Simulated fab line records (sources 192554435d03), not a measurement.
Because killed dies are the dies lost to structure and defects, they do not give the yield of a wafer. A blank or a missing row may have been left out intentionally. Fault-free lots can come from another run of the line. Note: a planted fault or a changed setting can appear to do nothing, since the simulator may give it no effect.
A lot that was struck, set against a sound lot :: flow n5-finfet :: 44 steps out of a route of 1938
Sound: these wafers, L245.1, L245.3, L245.5. Struck: wafers L252.1, L252.5 (left out: L252.4, a lot-mate that was not struck); the cause follows at the end.
Each step with rows lists, per side, the tool, then ch with its chambers, then its first start. Under that, the readings that differ: sound wafers :: struck wafers :: difference of the means :: sigmas: that difference in standard deviations of wafers without a fault.
alike: readings whose means differ by less than 2 such deviations, and words and numbers that are the same on both sides. not compared: withheld readings, readings that some wafer has no value for, bounds like >300 that may hide the same value, and numbers for which the record gives no deviation and whose values overlap.
Wherever a step has rows on one side only, a row that says differs or no value, or a row with sigmas, the two part there. Non-overlapping numbers with no deviation appear without sigmas and do not part them. A reading that every wafer of one side lacks parts them only if that side has two wafers or more.

N5_BEOL_M6_ALD_77: deposits TaN, target thk 2 nm, pulse time 2 s, purge time 3 s.
  sound on ald-metal-01 ch 1,3, day 13 01:54; struck on ald-metal-01 ch 0,3, day 14 22:18
  alike: heater-power-w
N5_BEOL_M6_SURFACE_TREAT_79:
  sound on pvd-sputter-02, day 13 02:14; struck on pvd-sputter-01, day 14 22:38
  not compared: throttle-valve-pct
then, 1 step without rows for these wafers: N5_BEOL_M6_CVD_78 (deposits Co from CCTBA/H2, target thk 2 nm, time 142.3 s).
N5_BEOL_M6_SPUTTER_48: material Cu, target thk 10 nm, time 1.667 s.
  sound on pvd-sputter-02, day 13 02:29; struck on pvd-sputter-03, day 14 22:53
reading: throttle-valve-pct (%)
sound: 29.8 29.9 29.2
struck: 31.4 31.1
difference: +1.6
sigmas: +2
  alike: chuck-gas-flow-sccm, chuck-sensor-temp-C
then, 3 steps without rows for these wafers: N5_BEOL_M6_ECD_50 (material Cu, target thk 300 nm); N5_BEOL_M6_ANNEAL_51 (time 90 s); N5_BEOL_M6_CMP_52 (polishes, stops on SiCOH lowk, t overpolish 6.9 s, target thk 80 nm).
N5_BEOL_M6_THK_MEAS_53: measures by xrf.
  sound on film-metro-02, day 13 04:11; struck on film-metro-01, day 14 23:53
  alike: M6_THK
then, 2 steps without rows for these wafers: N5_BEOL_M6_PRE_CLEAN_55 (time 15 s); N5_BEOL_M6_DEP_56 (deposits SiCN from 3MS/NH3, target thk 10 nm, time 17.5 s).
N5_BEOL_M6_RS_MEAS_57: a four-point-probe measurement.
  sound on film-metro-01, day 13 04:19; struck on film-metro-01, day 15 00:01
  alike: M6_RS
N5_BEOL_M6_INSPECT_58: inspects for defects (darkfield).
  sound on defect-inspect-01, day 13 04:20; struck on defect-inspect-02, day 15 00:02
  alike: raw-defect-count
N5_BEOL_M7_ILD_DEP_00: deposits SiCOH lowk from DEMS/porogen, target thk 179.75 nm, time 33.4 s.
  sound on pecvd-03 ch 0,2, day 13 04:23; struck on pecvd-01 ch 1,2, day 15 00:04
reading: model.SiCOH_lowk_of_BEOL_M7_ILD_DEP_00.thk-nm (nm)
sound: 179 178.6 180.2
struck: 188.4 193.2
difference: +11.5
sigmas: 
  alike: heater-power-w, showerhead-plenum-p-Torr, throttle-valve-pct
then, 1 step without rows for these wafers: N5_BEOL_M7_CURE_74 (cures SiCOH lowk, time 240 s).
N5_BEOL_M7_THK_MEAS_01:
  sound on film-metro-01, day 13 05:41; struck on film-metro-02, day 15 00:39
reading: M7_ILD_THK (nm)
sound: 154.3 154.0 155.5
struck: 162.7 166.7
difference: +10.1
sigmas: +5
then, 1 step without rows for these wafers: N5_BEOL_M7_PECVD_70 (deposits SiO2 from TEOS/O2, target thk 20 nm, time 22.7 s).
N5_BEOL_M7_HM_DEP_02: deposits TiN, target thk 20 nm.
  sound on pvd-sputter-03, day 13 06:28; struck on pvd-sputter-02, day 15 01:31
  alike: throttle-valve-pct
then, 8 steps without rows for these wafers: N5_BEOL_M7_COAT_59 (time 60 s, resist thk 100 nm); N5_BEOL_M7_COAT_60 (time 60 s, resist thk 35 nm); N5_BEOL_M7_COAT_05 (resist thk 90 nm); N5_BEOL_M7_EBR_07; N5_BEOL_M7_SOFTBAKE_06 (time 60 s); N5_BEOL_M7_EXPOSE_08 (exposes mask M7); N5_BEOL_M7_PEB_09 (peb time 60 s); N5_BEOL_M7_DEVELOP_10 (develop time 30 s).
N5_BEOL_M7_CD_MEAS_11: the cd target is 38.5 nm.
  sound on cd-sem-01 ch 0, day 13 06:50; struck on cd-sem-01 ch 0, day 15 02:05
  alike: cd-nm
N5_BEOL_M7_OVL_MEAS_12:
  sound on overlay-01 ch 0, day 13 06:52; struck on overlay-01 ch 0, day 15 02:07
  alike: M7_OVL
N5_BEOL_M7_INSPECT_13: inspects for defects (brightfield).
  sound on defect-inspect-02, day 13 06:54; struck on defect-inspect-02, day 15 02:08
  alike: raw-defect-count
N5_BEOL_M7_DESCUM_16: chemistry O2, time 7.9 s.
  sound on rie-diel-05 ch 0,1,2, day 13 06:56; struck on rie-diel-02 ch 0,2, day 15 02:10
reading: oes-product-au (a.u.)
sound: 0.70 0.75 0.69
struck: 0.97 0.92
difference: +0.23
sigmas: +2
  alike: drypump-motor-current-A, o2-flow-sccm, rf-vpp-V, showerhead-plenum-p-Torr, throttle-valve-pct
  not compared: rf-hours-counter-h
then, 6 steps without rows for these wafers: N5_BEOL_M7_ETCH_61 (etches SiARC in CF4, target depth 45.5 nm, time 75.8 s); N5_BEOL_M7_ETCH_62 (etches SOC in N2/H2, target depth 110 nm, overetch 22 nm, time 165 s); N5_BEOL_M7_STRIP_68 (strips in N2/H2); N5_BEOL_M7_STRIP_67 (strips in CF4); N5_BEOL_M7_HM_OPEN_17 (chemistry Cl2/BCl3, target TiN, target depth 20 nm, overetch 6 nm); N5_BEOL_M7_STRIP_19 (strips in O2).
N5_BEOL_M7_CD_MEAS_18: pitch 80 nm, target cd 40 nm.
  sound on cd-sem-01, day 13 07:24; struck on cd-sem-03, day 15 02:38
  alike: cd-nm
then, 6 steps without rows for these wafers: N5_BEOL_M7_COAT_63 (time 60 s, resist thk 60 nm); N5_BEOL_M7_COAT_64 (time 60 s, resist thk 12 nm); N5_BEOL_M7_COAT_71 (time 60 s, resist thk 5 nm); N5_BEOL_M7_COAT_22 (resist thk 30 nm); N5_BEOL_M7_EBR_24; N5_BEOL_M7_SOFTBAKE_23 (time 60 s).
N5_BEOL_M7_CMP_52: polishes, stops on SiCOH lowk, t overpolish 6.9 s, target thk 80 nm.
  sound on cmp-03 ch 2,3, day 13 12:45; struck on cmp-02 ch 0,3, day 15 05:52
reading: model.SiCOH_lowk_of_BEOL_M7_ILD_DEP_00.thk-nm (nm)
sound: 151.4 151 152.4
struck: 159.6 163.8
difference: +10.1
sigmas: 
  alike: motor-current-A
next, for these wafers, 1 step has no rows: N5_PASSIVATION_PROBE_49.

WHERE THEY PART
First at N5_BEOL_M6_SPUTTER_48; last, within this record, at N5_BEOL_M7_DESCUM_16. Later steps at which nothing parts them and some readings are alike: N5_BEOL_M7_CD_MEAS_18, N5_BEOL_M7_CMP_52.

WHY: the cause the simulator had injected
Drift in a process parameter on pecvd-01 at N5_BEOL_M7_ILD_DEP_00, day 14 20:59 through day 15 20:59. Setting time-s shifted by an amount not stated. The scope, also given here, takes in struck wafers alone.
